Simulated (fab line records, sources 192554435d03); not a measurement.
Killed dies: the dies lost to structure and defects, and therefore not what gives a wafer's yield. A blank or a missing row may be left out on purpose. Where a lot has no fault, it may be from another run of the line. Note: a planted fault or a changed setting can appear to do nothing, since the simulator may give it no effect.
8D (eight disciplines) problem report, filled in by code	flow n5 finfet	the parts of the form that need people (team, actions taken, sign-off) are left out

1. WHAT IS WRONG
At N5_BEOL_M4_ETCH_77, etch rf on time s averages 3.41 s over 3 wafers from 2 lots, while fault-free wafers read 5.25 s, standard deviation 0.098. Measured from the usual mean, that is -19 standard deviations.
The step: etches underlayer in N2/H2, target depth 6.5 nm, time 5.2 s.
Earliest sighting: wafer L367.5 on rie diel-03 at day 12 03:26. At this step, 25 wafers from 9 lots have a number in the record. Rule for "out" (also "out of limits"): further than 4 standard deviations from the usual mean. The rest of the wafers with a number are treated as sound.

2. WHAT IT IS AND WHAT IT IS NOT
question	is	is not
which readings at this step	etch rf on time s	drypump motor current A, throttle valve pct
which lots	L367, L370	L355, L360, L361, L373, L374, L376, L377
which wafers of those lots	L367.5, L367.6, L370.6	L370.3
read on which tools	rie diel-03	rie diel-04
when	from day 12 03:26	up to then (9 sound wafers); but 13 sound wafers of L370, L373, L374, L376, L377 came after

3. WHAT RULES OUT EACH SUSPECT
Counting: a tool at a process step up to the reading stays a suspect if it ran every lot that is out. Sound lots after the first of them don't rule it out here, since some wafers of a struck lot are sound.
- rie diel-04 at N5_BEOL_M4_STRIP_19 (strips in O2): kept. Ran every lot that is out, first one L367 (day 12 02:47); last sound lot up to then L355 (day 8 20:17).
- rie diel-03 at N5_BEOL_M4_ETCH_77 (etches underlayer in N2/H2, target depth 6.5 nm, time 5.2 s): kept. Ran every lot that is out, first one L367 (day 12 03:26); last sound lot up to then L361 (day 10 06:57). Out on those wafers are its own readings of etch rf on time s.
- Within rie diel-04 at N5_BEOL_M4_STRIP_19: the wafers that are out ran in chambers 0, 1; their sound lot-mates ran in chamber 3.
After counting, rie diel-04 at N5_BEOL_M4_STRIP_19 and rie diel-03 at N5_BEOL_M4_ETCH_77 remain.

4. THE CAUSE (what the simulator had put in)
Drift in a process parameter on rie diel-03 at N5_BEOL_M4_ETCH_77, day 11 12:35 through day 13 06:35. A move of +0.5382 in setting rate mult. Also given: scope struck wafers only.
2 suspects survive the count, and this tool is in that group.

5. SEQUENCE OF EFFECTS, ordered by route
Rows list readings where the struck wafers' mean (over those with a number) sits beyond 3 standard deviations from the usual. Only readings whose record carries a usual standard deviation are examined. hours: median over the lots of the time between each lot's start at the first step of this table that gives one and its start at this step. sigmas: the change, counted in usual standard deviations.
hours	step	reading	usual	on struck wafers	change	sigmas
0	N5_BEOL_M4_ETCH_77	etch rf on time s	5.25 s	3.41	-1.84	-19
0	N5_BEOL_M4_ETCH_77	oes product au	0.67 a.u.	0.96	+0.29	+3.7
Process steps it contains:
- N5_BEOL_M4_ETCH_77: etches underlayer in N2/H2, target depth 6.5 nm, time 5.2 s.
At these later measuring or inspecting steps, every struck wafer for which the step has a row has a number for every such reading, and none has moved that far: N5_BEOL_M4_RC_MEAS_101.

6. WHAT WOULD HAVE CAUGHT IT SOONER
In this record no reading fell out of limits until day 12 03:26, 15 hours after the fault had begun at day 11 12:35.
